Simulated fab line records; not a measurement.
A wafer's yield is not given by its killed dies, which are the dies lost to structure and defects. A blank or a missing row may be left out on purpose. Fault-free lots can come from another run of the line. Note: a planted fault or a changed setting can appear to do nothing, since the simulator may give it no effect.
A single fault, viewed from 3 desks || flow n5-finfet || what lay behind the numbers comes last; until then each desk has only its own

## THE DEFECT DESK
What the inspections along the route counted, lot by lot: means of the sampled wafers that have a number. A lot is out of limits, marked OUT, if its mean lies more than 4 standard deviations from the usual mean; the brackets give that distance.
Columns: A = raw-defect-count at N5_BEOL_M12_INSPECT_30, usual 1.9
{"lot": "L487", "first seen here": "day 10 13:35", "A": 3.0}
{"lot": "L492", "first seen here": "day 11 19:17", "A": 2.0}
{"lot": "L495", "first seen here": "day 12 17:02", "A": 0.0}
{"lot": "L494", "first seen here": "day 12 18:02", "A": 4.0}
{"lot": "L506", "first seen here": "day 15 09:05", "A": 1.3}
{"lot": "L489", "first seen here": "day 16 17:16", "A": 3.7}
{"lot": "L510", "first seen here": "day 17 11:18", "A": 3.0}
Finding of this desk: none of the 7 lots has anything out of limits.

## THE TOOL OWNER'S DESK: rie-diel-01
The tool's own readings at N5_BEOL_M12_ETCH_68 (etches SOC in N2/H2, time 285 s): means of the sampled wafers that have a number, for each lot that ran on this tool. A lot is out of limits, marked OUT, if its mean lies more than 4 standard deviations from the usual mean; the brackets give that distance.
Columns: A = drypump-motor-current-A at N5_BEOL_M12_ETCH_68, usual 5.57 A; B = oes-product-au at N5_BEOL_M12_ETCH_68, usual 0.79 a.u.; C = rf-fwd-power-W at N5_BEOL_M12_ETCH_68, usual 2992 W; D = rf-vpp-V at N5_BEOL_M12_ETCH_68, usual 524.5 V; E = run-length-s at N5_BEOL_M12_ETCH_68, usual 308.3 s; F = showerhead-plenum-p-Torr at N5_BEOL_M12_ETCH_68, usual 2.57 Torr; G = throttle-valve-pct at N5_BEOL_M12_ETCH_68, usual 17.80 %
{"lot": "L487", "first seen here": "day 10 13:48", "A": 5.56, "B": 0.72, "C": 3006, "D": 525.6, "E": 307.9, "F": 2.63, "G": 18.11}
{"lot": "L492", "first seen here": "day 11 19:30", "A": 5.49, "B": 0.81, "C": 2996, "D": 524.1, "E": "303.1 (-12) OUT", "F": 2.53, "G": 17.71}
{"lot": "L495", "first seen here": "day 12 17:16", "A": 5.50, "B": 0.83, "C": "-", "D": 521.4, "E": "292.5 (-36) OUT", "F": 2.47, "G": 17.59}
{"lot": "L494", "first seen here": "day 12 18:15", "A": 5.58, "B": 0.88, "C": "-", "D": 524.4, "E": "292.5 (-36) OUT", "F": 2.54, "G": 17.71}
{"lot": "L506", "first seen here": "day 15 09:34", "A": 5.50, "B": 0.77, "C": 2992, "D": 523.1, "E": 308.5, "F": 2.52, "G": 17.78}
This desk's verdict: out of limits on L492, L494, L495, starting with L492 at day 11 19:30 (run-length-s at N5_BEOL_M12_ETCH_68). L487, L506: within limits.

## AT THE METROLOGY DESK
Lot by lot, what the gauges showed, no matter which tool ran the lot: averages of those sampled wafers that carry a number. A lot is out of limits, marked OUT, if its mean lies more than 4 standard deviations from the usual mean; the brackets give that distance.
Columns: A = cd-nm at N5_BEOL_M12_CD_MEAS_28, usual 159.6 nm; B = M12_OVL at N5_BEOL_M12_OVL_MEAS_29, usual 0 nm
{"lot": "L487", "first seen here": "day 10 13:32", "A": 159.4, "B": 2}
{"lot": "L492", "first seen here": "day 11 19:14", "A": 157.8, "B": 2}
{"lot": "L495", "first seen here": "day 12 16:59", "A": 161.5, "B": 0}
{"lot": "L494", "first seen here": "day 12 17:59", "A": 157.4, "B": 4}
{"lot": "L506", "first seen here": "day 15 09:02", "A": 158.3, "B": -10}
{"lot": "L489", "first seen here": "day 16 17:13", "A": 160.2, "B": -7}
{"lot": "L510", "first seen here": "day 17 11:15", "A": 160.8, "B": 5}
Finding of this desk: none of the 7 lots has anything out of limits.

## BROUGHT TOGETHER
The tool owner's desk could have raised an alarm at day 11 19:30, on L492, L494, L495.
Nothing the defect desk looked at was out of limits.
From the metrology desk's view, nothing was out of limits.
The defect desk has L492, L494, L495 on record, within its limits.
The metrology desk holds a record of L492, L494, L495, inside its limits.
All the named lots went through N5_BEOL_M12_ETCH_68 on rie-diel-01.

## WHAT WAS PUT IN BY THE SIMULATOR
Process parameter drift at N5_BEOL_M12_ETCH_68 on rie-diel-01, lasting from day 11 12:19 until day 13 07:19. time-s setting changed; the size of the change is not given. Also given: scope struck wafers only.
Struck lots among those shown: L492, L494, L495.
Hours from the fault's start to each desk's first reading out of limits: the tool owner's desk, 7.
